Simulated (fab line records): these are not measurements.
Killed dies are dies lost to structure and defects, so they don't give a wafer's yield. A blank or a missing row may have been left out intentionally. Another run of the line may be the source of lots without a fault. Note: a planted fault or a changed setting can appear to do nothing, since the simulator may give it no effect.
fab line records	flow n5-finfet
record lots=24	wafers=72	last-day=17
route steps=1938 shown BEOL_M3@970 BEOL_M4@1058
lots with no fault: from the same line, run without faults
start-h: the number of hours between the record's first day and the start of the first shown wafer of the lot	wait-h: hours from the lot's prior step to this one	" repeats the value in the row above	L1.1+2: a single row standing in for several wafers	- no value, or no start given	* or withheld: withheld	< > ~ a bound
route shown NAME@n: NAME is a module with steps in the file, n the number in the route of the first one	usual: mean/standard deviation of fault-free wafers	same: alike in all rows	chamber/n: place in a boat	sites: each site's reading	_std_site: standard deviation across them	_edge_site: inner sites' mean taken away from outer sites' mean	radius-mm: how far each site lies from the wafer's centre	mask NAME#n: copy n	behind: the last tool/chamber to shape the wafer	hold: the reason the lot was held/the length of the hold in hours/how it ended	device: the n, p or np transistor that did not switch	end of line: the route-end tests of the same wafers	for a step that has no rows: nothing shown but its recipe	killed: dies lost to structure and defects at the first sort, not the wafer's yield	map: dies across one wafer; x = killed, . = not, _ = none there
set.NAME: the setting as run; set.NAME@STEP: as run at that earlier step	model.NAME: the simulator's own value behind a step, which no gauge read
one table for each step of the route and one row for each wafer, over a sample of lots
services: a tool's chamber out of use, with start hour (start-h, from the record's first day; less than 0 if before it), hours out, and reason
## steps
# step N5_BEOL_M3_ETCH_77
# recipe chemistry=N2/H2	target=underlayer	target-depth-a=65	mask-material=CAR-EUV	time-s=5.2	ion-energy-ev=200	pressure-mtorr=30	source-w=840	bias-w=150	n2-flow-sccm=200	h2-flow-sccm=200	ends=cleared
# usual drypump-motor-current-A=5.89/0.27	etch-rf-on-time-s=5.18/0.2	oes-product-au=0.65/0.058	rf-vpp-V=524.0/2.4	showerhead-plenum-p-Torr=2.55/0.078	throttle-valve-pct=17.83/0.24
lot.wafer	tool	chamber	start-h	wait-h	drypump-motor-current-A	etch-rf-on-time-s	oes-product-au	rf-hours-counter-h	rf-vpp-V	showerhead-plenum-p-Torr	throttle-valve-pct
L074.3	rie-diel-02	1	145.21	0.0	5.95	4.96	0.73	51	527.1	2.68	17.46
L074.4	"	2	"	"	5.97	4.99	0.66	-	523.9	2.55	17.70
L074.5	"	0	"	"	5.51	5.18	0.80	-	522.3	2.48	17.56
L075.2	rie-diel-06	2	149.40	0.0	6.02	4.88	0.63	189	524.7	2.49	17.58
L075.4	"	1	"	"	6.54	5.26	0.74	45	525.2	2.56	17.36
L075.6	"	3	"	"	5.80	5.62	0.60	-	523.2	2.52	18.09
L077.1	rie-diel-03	0	159.35	0.0	5.77	5.02	0.66	160	521.5	2.42	17.80
L077.2	"	2	"	"	6.06	5.01	0.70	79	524.5	2.59	17.92
L077.5	"	1	"	"	5.52	5.37	0.60	-	523.7	2.52	18.15
L076.2	rie-diel-03	3	159.65	0.0	5.84	5.31	0.61	217	524.7	2.63	17.79
L076.5	"	2	"	"	6.07	5.05	0.69	-	524.0	2.59	17.90
L076.6	"	1	"	"	5.48	5.37	0.60	-	525.1	2.52	18.13
L078.1	rie-diel-03	2	163.91	0.0	6.05	4.91	0.70	81	524.3	2.58	17.95
L078.2	"	3	"	"	5.84	5.24	0.61	219	527.4	2.63	17.79
L078.6	"	1	"	"	5.48	5.26	0.60	-	525.4	2.52	18.15
L080.1	rie-diel-06	1	172.80	0.0	6.48	5.33	0.74	53	525.4	2.56	17.38
L080.3	"	3	"	"	5.81	5.71	0.58	212	522.9	2.51	18.08
L080.5	"	0	"	"	5.80	5.20	0.62	-	527.0	2.68	18.06
L079.1	rie-diel-06	2	180.09	0.0	6.07	4.91	0.61	198	520.5	2.49	17.59
L079.4	"	3	"	"	5.76	5.68	0.58	214	522.3	2.51	18.08
L079.5	"	3	"	"	5.78	5.64	0.59	-	523.0	2.51	18.08
L081.2	rie-diel-06	2	187.87	0.0	6.03	4.91	0.62	200	522.9	2.49	17.60
L081.4	"	0	"	"	5.79	5.20	0.62	174	526.1	2.67	18.09
L081.6	"	0	"	"	5.81	5.22	0.62	-	526.0	2.68	18.06
L082.1	rie-diel-03	2	196.04	0.0	6.05	5.06	0.69	89	526.6	2.58	17.91
L082.2	"	3	"	"	5.82	5.27	0.60	228	525.3	2.62	17.80
L082.6	"	3	"	"	5.80	5.25	0.60	-	525.9	2.62	17.80
L083.3	rie-diel-03	2	206.32	0.0	6.06	5.09	0.69	92	525.5	2.58	17.96
L083.5	"	3	"	"	5.83	5.25	0.60	-	527.1	2.62	17.79
L083.6	"	0	"	"	5.75	4.99	0.65	-	519.1	2.42	17.82
L085.1	rie-diel-03	2	208.80	0.0	6.03	5.05	0.68	93	525.8	2.58	17.94
L085.3	"	1	"	"	5.48	5.33	0.58	214	521.7	2.51	18.19
L085.6	"	1	"	"	5.48	5.33	0.60	-	523.1	2.51	18.16
L084.2	rie-diel-03	3	208.91	0.0	5.86	5.23	0.59	233	526.8	2.62	17.79
L084.3	"	2	"	"	6.05	5.03	0.69	93	524.3	2.58	17.92
L084.6	"	3	"	"	5.87	5.27	0.60	-	528.1	2.62	17.79
L086.1	rie-diel-02	0	215.21	0.0	5.43	5.26	0.75	29	521.8	2.48	17.59
L086.2	"	1	"	"	5.99	5.03	0.70	74	527.2	2.67	17.53
L086.5	"	3	"	"	6.15	4.98	0.76	-	523.6	2.51	17.80
L087.1	rie-diel-06	0	223.22	0.0	5.77	5.18	0.62	185	527.8	2.67	18.11
L087.4	"	3	"	"	5.78	5.64	0.57	226	523.4	2.51	18.12
L087.6	"	1	"	"	6.49	5.32	0.71	-	525.9	2.55	17.39
L089.2	rie-diel-06	0	229.59	0.0	5.78	5.13	0.61	188	527.6	2.67	18.10
L089.5	"	1	"	"	6.46	5.24	0.70	-	524.6	2.55	17.40
L089.6	"	0	"	"	5.78	5.18	0.62	-	526.4	2.67	18.09
L088.1	rie-diel-03	3	229.83	0.0	5.81	5.22	0.59	239	525.6	2.62	17.81
L088.3	"	0	"	"	5.74	5.05	0.64	182	520.7	2.42	17.83
L088.6	"	3	"	"	5.83	5.25	0.59	-	525.3	2.62	17.82
L090.2	rie-diel-06	2	240.68	0.0	6.02	4.89	0.61	216	522.4	2.48	17.65
L090.5	"	3	"	"	5.79	5.62	0.57	-	523.9	2.51	18.09
L090.6	"	0	"	"	5.77	5.15	0.60	-	525.9	2.67	18.12
L091.4	rie-diel-02	2	249.10	0.0	5.99	5.08	0.63	188	523.1	2.53	17.74
L091.5	"	1	"	"	5.98	5.02	0.71	-	527.1	2.67	17.53
L091.6	"	2	"	"	5.96	5.03	0.63	-	523.4	2.53	17.74
L092.2	rie-diel-06	3	262.64	0.0	5.81	5.55	0.57	239	521.3	2.50	18.14
L092.3	"	0	"	"	5.78	5.15	0.61	198	527.0	2.66	18.11
L092.5	"	3	"	"	5.80	5.62	0.57	-	523.9	2.50	18.14
L093.3	rie-diel-02	1	263.40	0.0	5.97	5.01	0.69	89	527.1	2.67	17.56
L093.5	"	2	"	"	5.96	5.05	0.63	-	521.8	2.53	17.72
L093.6	"	1	"	"	6.00	4.97	0.69	-	527.9	2.67	17.54
L094.1	rie-diel-02	3	263.62	0.0	6.17	5.02	0.75	36	520.6	2.51	17.80
L094.3	"	2	"	"	5.99	5.05	0.63	193	522.1	2.53	17.75
L094.5	"	3	"	"	6.14	4.96	0.75	-	521.3	2.51	17.79
L096.3	rie-diel-02	1	277.25	0.0	5.98	5.03	0.69	94	527.3	2.67	17.52
L096.5	"	1	"	"	5.97	5.01	0.68	-	527.1	2.67	17.54
L096.6	"	0	"	"	5.49	5.28	0.73	-	522.9	2.47	17.62
L095.3	rie-diel-06	1	277.89	0.0	6.47	5.28	0.71	83	526.2	2.55	17.45
L095.4	"	0	"	"	5.79	5.10	0.60	203	525.4	2.66	18.13
L095.5	"	1	"	"	6.49	5.27	0.69	-	523.0	2.55	17.43
L097.1	rie-diel-03	0	283.71	0.0	5.79	5.07	0.64	194	520.0	2.41	17.87
L097.2	"	2	"	"	6.07	5.12	0.66	119	524.7	2.57	17.98
L097.6	"	2	"	"	6.06	5.09	0.65	-	525.0	2.57	17.98
# step N5_BEOL_M3_ALD_98
# recipe material=SiO2	target-thk-a=25	temp-c=100	ald-precursor-family=BDEAS	ald-co-reactant=O2-plasma	pulse-time-s=1	co-reactant-pulse-time-s=1	purge-time-s=2	co-reactant-purge-time-s=2	ald-cycles=17	pressure-torr=2
# usual chamber-pressure-Torr=2.000/0.0042	heater-power-w=75/6.8	precursor-pulse-height-rel=0.999/0.02
lot.wafer	tool	chamber	start-h	wait-h	chamber-pressure-Torr	heater-power-w	precursor-pulse-height-rel
L074.3	ald-sin-01	2	145.98	0.7	1.995	85	0.986
L074.4	"	1	"	"	1.996	71	1.015
L074.5	"	3	"	"	2.002	68	0.994
L075.2	ald-sin-04	3	149.50	0.1	2.003	75	1.020
L075.4	"	1	"	"	1.993	71	0.993
L075.6	"	2	"	"	2.001	80	0.978
L077.1	ald-sin-02	3	159.46	0.1	2.000	63	0.997
L077.2	"	2	"	"	2.000	79	1.026
L077.5	"	0	"	"	1.992	68	1.011
L076.2	ald-sin-01	1	160.34	0.6	2.002	69	1.017
L076.5	"	2	"	"	1.998	85	1.008
L076.6	"	3	"	"	1.999	68	1.036
L078.1	ald-sin-04	2	164.05	0.1	2.001	81	1.006
L078.2	"	0	"	"	2.006	72	1.019
L078.6	"	0	"	"	1.997	73	1.002
L080.1	ald-sin-01	1	172.90	0.1	2.000	69	1.015
L080.3	"	0	"	"	2.008	86	1.023
L080.5	"	3	"	"	1.997	70	1.023
L079.1	ald-sin-02	0	180.19	0.1	2.003	67	1.017
L079.4	"	1	"	"	1.998	72	0.982
L079.5	"	3	"	"	1.998	63	1.042
L081.2	ald-sin-04	0	188.28	0.4	1.989	74	1.004
L081.4	"	2	"	"	2.006	83	0.985
L081.6	"	2	"	"	2.002	81	1.000
L082.1	ald-sin-04	1	196.14	0.1	1.996	72	1.027
L082.2	"	0	"	"	2.002	75	0.964
L082.6	"	2	"	"	2.003	83	1.022
L083.3	ald-sin-01	1	206.42	0.1	1.993	69	0.986
L083.5	"	1	"	"	1.993	69	1.022
L083.6	"	0	"	"	2.000	87	0.997
L085.1	ald-sin-04	1	208.90	0.1	1.999	70	0.976
L085.3	"	3	"	"	2.000	73	1.048
L085.6	"	2	"	"	2.002	82	0.999
L084.2	ald-sin-01	2	209.01	0.1	2.002	81	1.008
L084.3	"	3	"	"	2.000	70	1.007
L084.6	"	3	"	"	2.005	71	0.982
L086.1	ald-sin-02	3	215.31	0.1	2.003	64	0.963
L086.2	"	0	"	"	1.998	67	1.021
L086.5	"	3	"	"	2.003	65	1.010
L087.1	ald-sin-04	2	223.52	0.3	2.001	84	1.005
L087.4	"	0	"	"	1.997	75	1.028
L087.6	"	0	"	"	1.995	71	1.008
L089.2	ald-sin-01	1	229.85	0.2	2.003	70	1.016
L089.5	"	1	"	"	2.003	67	1.026
L089.6	"	2	"	"	1.995	82	1.006
L088.1	ald-sin-01	0	229.95	0.1	2.001	86	0.963
L088.3	"	2	"	"	2.004	82	0.989
L088.6	"	0	"	"	2.004	86	0.993
L090.2	ald-sin-01	3	240.78	0.1	1.997	71	0.963
L090.5	"	0	"	"	1.997	87	1.007
L090.6	"	3	"	"	1.995	70	0.977
L091.4	ald-sin-02	2	249.20	0.1	2.010	81	1.026
L091.5	"	0	"	"	1.998	67	0.998
L091.6	"	3	"	"	2.002	64	0.963
L092.2	ald-sin-04	1	263.00	0.3	2.003	72	0.995
L092.3	"	0	"	"	1.999	73	0.970
L092.5	"	3	"	"	1.998	72	0.979
L093.3	ald-sin-02	1	263.50	0.1	2.005	75	1.017
L093.5	"	3	"	"	1.992	66	0.994
L093.6	"	2	"	"	2.000	81	0.987
L094.1	ald-sin-02	1	264.21	0.5	1.997	73	1.005
L094.3	"	0	"	"	1.997	69	0.982
L094.5	"	3	"	"	1.996	63	0.999
L096.3	ald-sin-01	3	277.35	0.1	1.992	73	1.002
L096.5	"	1	"	"	1.998	69	0.998
L096.6	"	0	"	"	2.000	84	1.019
L095.3	ald-sin-01	0	277.99	0.1	2.000	85	0.982
L095.4	"	2	"	"	1.996	82	1.019
L095.5	"	3	"	"	2.000	73	0.967
L097.1	ald-sin-04	2	283.92	0.2	1.997	82	1.010
L097.2	"	0	"	"	1.994	75	0.984
L097.6	"	0	"	"	1.995	73	1.006
# step N5_BEOL_M3_ALD_84
# recipe material=TaN	target-thk-a=*	temp-c=275	ald-precursor-family=PDMAT	ald-co-reactant=NH3	pressure-torr=3	carrier-flow-sccm=1500	pulse-time-s=2	purge-time-s=3	co-reactant-purge-time-s=2	co-reactant-pulse-time-s=3	ald-cycles=30	precursor-vessel-temp-c=75	precursor-vessel-pressure-torr=26.25	precursor-vessel-carrier-sccm=1000
# usual chamber-pressure-Torr=2.999/0.007	heater-power-w=442/34
lot.wafer	tool	chamber	start-h	wait-h	chamber-pressure-Torr	heater-power-w
L074.3	ald-metal-01	0	148.40	0.0	2.993	496
L074.4	"	2	"	"	3.001	433
L074.5	"	1	"	"	3.004	492
L075.2	ald-metal-04	0	152.16	0.0	2.990	414
L075.4	"	3	"	"	2.990	448
L075.6	"	1	"	"	2.994	441
L077.1	ald-metal-04	1	162.26	0.0	2.996	440
L077.2	"	0	"	"	3.004	403
L077.5	"	0	"	"	3.002	399
L076.2	ald-metal-01	3	162.56	0.0	2.999	428
L076.5	"	0	"	"	3.004	488
L076.6	"	1	"	"	2.998	497
L078.1	ald-metal-01	3	165.36	0.0	3.000	430
L078.2	"	1	"	"	3.006	492
L078.6	"	2	"	"	3.008	436
L080.1	ald-metal-01	1	174.25	0.1	2.986	513
L080.3	"	0	"	"	3.008	494
L080.5	"	0	"	"	3.007	490
L079.1	ald-metal-04	0	182.81	0.0	2.978	396
L079.4	"	3	"	"	2.997	433
L079.5	"	0	"	"	2.995	405
L081.2	ald-metal-04	0	194.86	0.0	2.995	405
L081.4	"	2	"	"	3.009	453
L081.6	"	3	"	"	3.002	434
L082.1	ald-metal-04	3	198.78	0.0	3.001	439
L082.2	"	2	"	"	3.002	456
L082.6	"	3	"	"	2.997	438
L083.3	ald-metal-01	0	207.63	0.0	2.987	479
L083.5	"	0	"	"	2.987	486
L083.6	"	3	"	"	2.992	439
L085.1	ald-metal-03	1	211.19	0.1	3.004	398
L085.3	"	0	"	"	3.003	467
L085.6	"	2	"	"	3.006	377
L084.2	ald-metal-03	3	211.40	0.2	2.996	483
L084.3	"	0	"	"	3.008	461
L084.6	"	3	"	"	2.997	484
L086.1	ald-metal-03	2	217.33	0.1	3.004	382
L086.2	"	1	"	"	3.017	391
L086.5	"	1	"	"	2.993	389
L087.1	ald-metal-04	0	227.78	0.3	2.989	400
L087.4	"	1	"	"	2.997	437
L087.6	"	0	"	"	2.995	403
L089.2	ald-metal-04	1	230.71	0.0	3.001	435
L089.5	"	1	"	"	3.001	441
L089.6	"	2	"	"	2.987	463
L088.1	ald-metal-03	3	230.89	0.2	2.994	471
L088.3	"	1	"	"	3.007	392
L088.6	"	3	"	"	2.996	482
L090.2	ald-metal-04	0	244.35	0.1	2.993	404
L090.5	"	1	"	"	2.999	445
L090.6	"	0	"	"	3.002	402
L091.4	ald-metal-03	1	250.01	0.0	2.987	390
L091.5	"	3	"	"	2.997	479
L091.6	"	2	"	"	3.005	387
L092.2	ald-metal-01	1	266.60	0.1	2.995	502
L092.3	"	3	"	"	2.992	433
L092.5	"	0	"	"	2.997	496
L093.3	ald-metal-03	2	266.66	0.0	3.005	386
L093.5	"	0	"	"	2.999	472
L093.6	"	3	"	"	3.008	476
L094.1	ald-metal-04	2	273.53	0.3	2.994	445
L094.3	"	0	"	"	3.003	406
L094.5	"	2	"	"	3.009	443
L095.3	ald-metal-03	1	279.46	0.0	3.004	389
L095.4	"	2	"	"	2.998	385
L095.5	"	1	"	"	3.002	391
L096.3	ald-metal-04	3	282.03	0.0	2.993	445
L096.5	"	3	"	"	2.997	430
L096.6	"	2	"	"	3.003	462
L097.1	ald-metal-04	0	285.30	0.0	3.018	397
L097.2	"	1	"	"	3.000	440
L097.6	"	2	"	"	2.998	447
# step N5_BEOL_M3_ANNEAL_80
# recipe temp-c=400	time-s=240	ambient=vacuum
# usual heater-power-w=806/64
lot.wafer	tool	chamber	start-h	wait-h	heater-power-w
L074.3	pvd-sputter-02	-	149.40	0.0	712
L074.4	"	-	"	"	828
L074.5	"	-	"	"	735
L075.2	pvd-sputter-01	-	153.38	0.0	757
L075.4	"	-	"	"	788
L075.6	"	-	"	"	739
L077.1	pvd-sputter-03	-	163.07	0.0	777
L077.2	"	-	"	"	796
L077.5	"	-	"	"	767
L076.2	pvd-sputter-02	-	163.64	0.0	771
L076.5	"	-	"	"	841
L076.6	"	-	"	"	834
L078.1	pvd-sputter-01	-	166.29	0.0	911
L078.2	"	-	"	"	939
L078.6	"	-	"	"	791
L080.1	pvd-sputter-01	-	175.09	0.0	771
L080.3	"	-	"	"	949
L080.5	"	-	"	"	945
L079.1	pvd-sputter-01	-	183.55	0.0	800
L079.4	"	-	"	"	754
L079.5	"	-	"	"	934
L081.2	pvd-sputter-03	-	196.06	0.0	782
L081.4	"	-	"	"	835
L081.6	"	-	"	"	770
L082.1	pvd-sputter-03	-	199.61	0.0	839
L082.2	"	-	"	"	805
L082.6	"	-	"	"	709
L083.3	pvd-sputter-02	-	208.51	0.0	721
L083.5	"	-	"	"	803
L083.6	"	-	"	"	718
L085.1	pvd-sputter-03	-	212.07	0.0	716
L085.3	"	-	"	"	821
L085.6	"	-	"	"	779
L084.2	pvd-sputter-02	-	212.31	0.0	872
L084.3	"	-	"	"	829
L084.6	"	-	"	"	782
L086.1	pvd-sputter-03	-	219.76	0.0	775
L086.2	"	-	"	"	718
L086.5	"	-	"	"	771
L087.1	pvd-sputter-03	-	228.91	0.0	784
L087.4	"	-	"	"	809
L087.6	"	-	"	"	710
L089.2	pvd-sputter-03	-	231.54	0.0	824
L089.5	"	-	"	"	724
L089.6	"	-	"	"	804
L088.1	pvd-sputter-02	-	231.79	0.0	781
L088.3	"	-	"	"	836
L088.6	"	-	"	"	767
L090.2	pvd-sputter-02	-	245.33	0.0	710
L090.5	"	-	"	"	782
L090.6	"	-	"	"	844
L091.4	pvd-sputter-01	-	250.85	0.0	907
L091.5	"	-	"	"	766
L091.6	"	-	"	"	955
L092.2	pvd-sputter-03	-	267.38	0.0	732
L092.3	"	-	"	"	830
L092.5	"	-	"	"	710
L093.3	pvd-sputter-02	-	267.45	0.0	717
L093.5	"	-	"	"	774
L093.6	"	-	"	"	717
L094.1	pvd-sputter-03	-	274.62	0.0	797
L094.3	"	-	"	"	838
L094.5	"	-	"	"	774
L095.3	pvd-sputter-01	-	280.57	0.0	765
L095.4	"	-	"	"	954
L095.5	"	-	"	"	762
L096.3	pvd-sputter-03	-	282.78	0.0	830
L096.5	"	-	"	"	816
L096.6	"	-	"	"	718
L097.1	pvd-sputter-02	-	286.30	0.0	816
L097.2	"	-	"	"	869
L097.6	"	-	"	"	869
# step N5_BEOL_M3_SPUTTER_88
# recipe material=Cu	target-thk-a=45	temp-c=-20	chamber-pressure-pa=0.07	power-w=withheld	time-s=8.29
# usual chuck-sensor-temp-C=-16.2/0.55	throttle-valve-pct=30.0/0.98
lot.wafer	tool	chamber	start-h	wait-h	chuck-sensor-temp-C	throttle-valve-pct
L074.3	pvd-sputter-02	-	149.98	0.1	-15.7	30.7
L074.4	"	-	"	"	-15.7	31.4
L074.5	"	-	"	"	-15.8	30.5
L075.2	pvd-sputter-01	-	154.01	0.1	-16.8	31.0
L075.4	"	-	"	"	-15.5	29.0
L075.6	"	-	"	"	-16.7	31.2
L077.1	pvd-sputter-03	-	163.65	0.1	-15.6	30.1
L077.2	"	-	"	"	-16.6	28.5
L077.5	"	-	"	"	-15.6	30.2
L076.2	pvd-sputter-02	-	164.22	0.1	-16.6	30.9
L076.5	"	-	"	"	-16.9	29.3
L076.6	"	-	"	"	-15.7	31.3
L078.1	pvd-sputter-01	-	166.87	0.1	-15.8	28.7
L078.2	"	-	"	"	-16.5	31.5
L078.6	"	-	"	"	-15.6	29.3
L080.1	pvd-sputter-01	-	175.67	0.1	-16.6	30.9
L080.3	"	-	"	"	-16.7	31.7
L080.5	"	-	"	"	-16.7	31.5
L079.1	pvd-sputter-01	-	184.13	0.1	-15.7	29.3
L079.4	"	-	"	"	-16.7	31.0
L079.5	"	-	"	"	-15.9	28.9
L081.2	pvd-sputter-03	-	196.64	0.1	-15.3	30.3
L081.4	"	-	"	"	-16.7	28.4
L081.6	"	-	"	"	-15.5	29.9
L082.1	pvd-sputter-03	-	200.19	0.1	-15.3	29.7
L082.2	"	-	"	"	-16.8	28.3
L082.6	"	-	"	"	-16.1	30.0
L083.3	pvd-sputter-02	-	209.09	0.1	-15.9	30.5
L083.5	"	-	"	"	-16.4	31.0
L083.6	"	-	"	"	-15.9	30.4
L085.1	pvd-sputter-03	-	212.65	0.1	-16.2	30.3
L085.3	"	-	"	"	-15.1	29.5
L085.6	"	-	"	"	-15.8	30.0
L084.2	pvd-sputter-02	-	212.89	0.1	-16.9	29.6
L084.3	"	-	"	"	-15.7	31.7
L084.6	"	-	"	"	-16.4	31.1
L086.1	pvd-sputter-03	-	221.99	1.7	-15.4	30.1
L086.2	"	-	"	"	-16.3	30.2
L086.5	"	-	"	"	-15.5	30.1
L087.1	pvd-sputter-03	-	229.49	0.1	-15.6	30.0
L087.4	"	-	"	"	-16.8	28.3
L087.6	"	-	"	"	-16.1	30.1
L089.2	pvd-sputter-03	-	232.12	0.1	-15.1	29.4
L089.5	"	-	"	"	-16.3	30.1
L089.6	"	-	"	"	-16.6	28.5
L088.1	pvd-sputter-02	-	232.37	0.1	-16.5	30.8
L088.3	"	-	"	"	-15.8	31.4
L088.6	"	-	"	"	-16.5	30.8
L090.2	pvd-sputter-02	-	245.91	0.1	-15.8	30.3
L090.5	"	-	"	"	-16.6	30.8
L090.6	"	-	"	"	-16.9	29.3
L091.4	pvd-sputter-01	-	251.43	0.1	-16.0	29.2
L091.5	"	-	"	"	-16.7	31.1
L091.6	"	-	"	"	-16.6	31.6
L092.2	pvd-sputter-03	-	267.96	0.1	-16.1	29.9
L092.3	"	-	"	"	-15.3	29.6
L092.5	"	-	"	"	-16.2	30.2
L093.3	pvd-sputter-02	-	268.03	0.1	-15.8	30.6
L093.5	"	-	"	"	-16.5	31.0
L093.6	"	-	"	"	-15.8	30.4
L094.1	pvd-sputter-03	-	275.20	0.1	-15.6	30.3
L094.3	"	-	"	"	-15.3	29.6
L094.5	"	-	"	"	-15.7	30.3
L095.3	pvd-sputter-01	-	281.15	0.1	-16.6	30.8
L095.4	"	-	"	"	-16.7	31.3
L095.5	"	-	"	"	-16.8	31.0
L096.3	pvd-sputter-03	-	283.36	0.1	-16.7	28.4
L096.5	"	-	"	"	-15.4	29.5
L096.6	"	-	"	"	-16.3	30.1
L097.1	pvd-sputter-02	-	286.88	0.1	-15.5	31.4
L097.2	"	-	"	"	-17.0	29.6
L097.6	"	-	"	"	-17.1	29.8
# step N5_BEOL_M4_INSPECT_30
# recipe mode=adi	inspect-instrument=brightfield
# usual raw-defect-count=376/93
lot.wafer	tool	chamber	start-h	wait-h	raw-defect-count
L074.3	defect-inspect-02	-	154.02	0.0	521
L074.4	"	-	"	"	332
L074.5	"	-	"	"	450
L075.2	defect-inspect-02	-	159.97	0.0	449
L075.4	"	-	"	"	266
L075.6	"	-	"	"	414
L077.1	defect-inspect-02	-	167.16	0.1	241
L077.2	"	-	"	"	232
L077.5	"	-	"	"	450
L076.2	defect-inspect-01	-	171.48	0.0	307
L076.5	"	-	"	"	348
L076.6	"	-	"	"	302
L078.1	defect-inspect-01	-	171.93	0.1	354
L078.2	"	-	"	"	408
L078.6	"	-	"	"	477
L080.1	defect-inspect-01	-	181.00	0.1	400
L080.3	"	-	"	"	387
L080.5	"	-	"	"	304
L079.1	defect-inspect-02	-	189.53	0.1	356
L079.4	"	-	"	"	620
L079.5	"	-	"	"	459
L081.2	defect-inspect-01	-	200.65	0.0	593
L081.4	"	-	"	"	357
L081.6	"	-	"	"	469
L082.1	defect-inspect-01	-	204.00	0.1	397
L082.2	"	-	"	"	391
L082.6	"	-	"	"	475
L083.3	defect-inspect-02	-	212.71	0.0	310
L083.5	"	-	"	"	467
L083.6	"	-	"	"	512
L085.1	defect-inspect-02	-	216.26	0.1	222
L085.3	"	-	"	"	253
L085.6	"	-	"	"	272
L084.2	defect-inspect-02	-	218.09	0.0	337
L084.3	"	-	"	"	298
L084.6	"	-	"	"	323
L086.1	defect-inspect-02	-	229.65	0.1	283
L086.2	"	-	"	"	338
L086.5	"	-	"	"	336
L087.1	defect-inspect-02	-	234.26	0.1	307
L087.4	"	-	"	"	303
L087.6	"	-	"	"	334
L089.2	defect-inspect-01	-	236.32	0.0	371
L089.5	"	-	"	"	349
L089.6	"	-	"	"	514
L088.1	defect-inspect-02	-	236.38	0.1	373
L088.3	"	-	"	"	387
L088.6	"	-	"	"	471
L090.2	defect-inspect-01	-	249.97	0.0	299
L090.5	"	-	"	"	256
L090.6	"	-	"	"	258
L091.4	defect-inspect-01	-	256.37	0.0	318
L091.5	"	-	"	"	344
L091.6	"	-	"	"	341
L093.3	defect-inspect-02	-	271.89	0.0	303
L093.5	"	-	"	"	296
L093.6	"	-	"	"	321
L092.2	defect-inspect-01	-	274.03	0.0	350
L092.3	"	-	"	"	352
L092.5	"	-	"	"	373
L094.1	defect-inspect-01	-	281.17	0.1	460
L094.3	"	-	"	"	833
L094.5	"	-	"	"	632
L095.3	defect-inspect-02	-	286.49	0.0	378
L095.4	"	-	"	"	443
L095.5	"	-	"	"	474
L096.3	defect-inspect-01	-	289.70	0.0	446
L096.5	"	-	"	"	456
L096.6	"	-	"	"	399
L097.1	defect-inspect-02	-	292.00	0.1	396
L097.2	"	-	"	"	545
L097.6	"	-	"	"	294
## services
tool	chamber	start-h	hours	kind
ald-sin-01	1	129.96	14.0	repair
ald-metal-03	-	138.52	8.7	pm
pvd-sputter-01	-	144.28	0.7	repair
ald-sin-02	1	152.20	10.6	repair
ald-metal-03	3	164.97	2.0	repair
ald-sin-01	-	176.92	14.0	pm
ald-sin-01	0	176.92	14.0	vent-cycle
ald-sin-01	1	176.92	14.0	vent-cycle
ald-sin-01	2	176.92	14.0	vent-cycle
ald-sin-01	3	176.92	14.0	vent-cycle
pvd-sputter-02	-	177.09	4.0	repair
ald-metal-04	-	181.96	0.7	repair
ald-metal-01	1	206.53	35.8	repair
ald-sin-01	-	214.57	0.5	repair
ald-sin-02	2	215.11	8.9	repair
ald-sin-01	-	218.36	6.1	pm
rie-diel-03	-	220.73	0.9	repair
rie-diel-02	3	229.20	1.3	repair
ald-sin-02	3	233.26	14.0	repair
rie-diel-03	0	237.94	16.9	repair
ald-sin-02	3	265.94	12.9	repair
ald-sin-04	1	267.90	17.3	repair
ald-sin-02	-	268.25	14.0	pm
ald-sin-01	2	279.66	12.0	repair
## key
fault none
